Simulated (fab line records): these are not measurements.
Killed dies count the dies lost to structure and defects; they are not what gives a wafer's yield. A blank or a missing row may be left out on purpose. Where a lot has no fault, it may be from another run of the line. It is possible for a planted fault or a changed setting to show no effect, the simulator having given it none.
Comparing a struck lot with a sound one + flow n5_finfet + 19 out of 1938 route steps
Sound: the wafers L437.2, L437.3, L437.5. The struck wafers were L445.1, L445.2, L445.5. Last of all comes the cause.
For every step that has rows: the tool of each side, followed by ch and its chambers, followed by its first start. Under that, the readings that differ: sound wafers + struck wafers + difference of the means + sigmas: that difference in standard deviations of wafers without a fault.
alike: readings with means less than 2 such deviations apart, plus words and numbers identical on both sides. not compared: withheld readings, readings lacking a value on some wafer, bounds such as >300 that could conceal the same value, and numbers that have no deviation in the record and whose values overlap.
The two part at a step that has a row with sigmas, a row that says differs or no value, or rows on one side only. Numbers that don't overlap but have no deviation are shown without sigmas and don't part them. A reading missing from all wafers of one side parts the sides only when that side holds two or more wafers.

N5_BEOL_M6_RS_MEAS_57: measures by four-point-probe.
  sound: film_metro-02 at day 8 21:03; struck: film_metro-02 at day 10 12:10
  alike: M6_RS
N5_BEOL_M6_INSPECT_58: inspects for defects (darkfield).
  sound: defect_inspect-01 at day 8 21:05; struck: defect_inspect-02 at day 10 12:12
  alike: raw_defect_count
N5_BEOL_M7_ILD_DEP_00: deposits SiCOH lowk from DEMS/porogen, target thk 179.75 nm, time 33.4 s.
  sound on pecvd-03 ch 1,2, day 8 21:07; struck on pecvd-02 ch 0,1, day 10 12:14
  alike: heater_power_w, showerhead_plenum_p_Torr, throttle_valve_pct
N5_BEOL_M7_CURE_74: cures SiCOH lowk, time 240 s.
  sound on uv_cure-01 ch 0, day 8 21:16; struck on uv_cure-03 ch 0, day 10 12:18
  alike: lamp_power_pct, wafer_temp_C_max
N5_BEOL_M7_THK_MEAS_01:
  sound: film_metro-02 at day 8 21:41; struck: film_metro-02 at day 10 12:49
  alike: M7_ILD_THK
N5_BEOL_M7_PECVD_70: deposits SiO2 from TEOS/O2, target thk 20 nm, time 22.7 s.
  sound on pecvd-02 ch 0,1,2, day 8 21:44; struck on pecvd-04 ch 0,1,2, day 10 12:51
  alike: heater_power_w, showerhead_plenum_p_Torr, throttle_valve_pct
N5_BEOL_M7_HM_DEP_02: deposits TiN, target thk 20 nm.
  sound: pvd_sputter-03 at day 8 22:33; struck: pvd_sputter-03 at day 10 14:28
  alike: throttle_valve_pct
then, 5 steps without rows for these wafers: N5_BEOL_M7_COAT_59 (time 60 s, resist thk 100 nm); N5_BEOL_M7_COAT_60 (time 60 s, resist thk 35 nm); N5_BEOL_M7_COAT_05 (resist thk 90 nm); N5_BEOL_M7_EBR_07; N5_BEOL_M7_SOFTBAKE_06 (time 60 s).
N5_BEOL_M7_EXPOSE_08: exposes mask M7.
  sound on arfi_scanner-03 ch 0, day 8 22:48; struck on arfi_scanner-03 ch 0, day 10 14:50
| reading                         | sound          | struck         | difference | sigmas |
|---------------------------------|----------------|----------------|------------|--------|
| model.BEOL_M7.overlay_x_nm (nm) | -0.2 -0.2 -0.2 | 16.8 16.8 16.8 | +17.0      |        |
  alike: mask
then, 2 steps without rows for these wafers: N5_BEOL_M7_PEB_09 (peb time 60 s); N5_BEOL_M7_DEVELOP_10 (develop time 30 s).
N5_BEOL_M7_CD_MEAS_11: target cd 38.5 nm.
  sound on cd_sem-01 ch 0, day 8 22:55; struck on cd_sem-01 ch 0, day 10 14:58
  alike: cd_nm
N5_BEOL_M7_OVL_MEAS_12:
  sound on overlay-01 ch 0, day 8 22:57; struck on overlay-01 ch 0, day 10 15:00
| reading     | sound        | struck         | difference | sigmas |
|-------------|--------------|----------------|------------|--------|
| M7_OVL (nm) | 0.8 -0.7 0.3 | 17.4 17.2 16.9 | +17.0      | +23    |
N5_BEOL_M7_INSPECT_13: inspects for defects (brightfield).
  sound: defect_inspect-01 at day 8 22:58; struck: defect_inspect-01 at day 10 15:01
  alike: raw_defect_count
then, 1 step without rows for these wafers: N5_PASSIVATION_PROBE_49.

## WHERE THEY PART
Only at N5_BEOL_M7_OVL_MEAS_12, as far as this record shows. Later steps at which nothing parts them and some readings are alike: N5_BEOL_M7_INSPECT_13.

WHY: what had been put in by the simulator
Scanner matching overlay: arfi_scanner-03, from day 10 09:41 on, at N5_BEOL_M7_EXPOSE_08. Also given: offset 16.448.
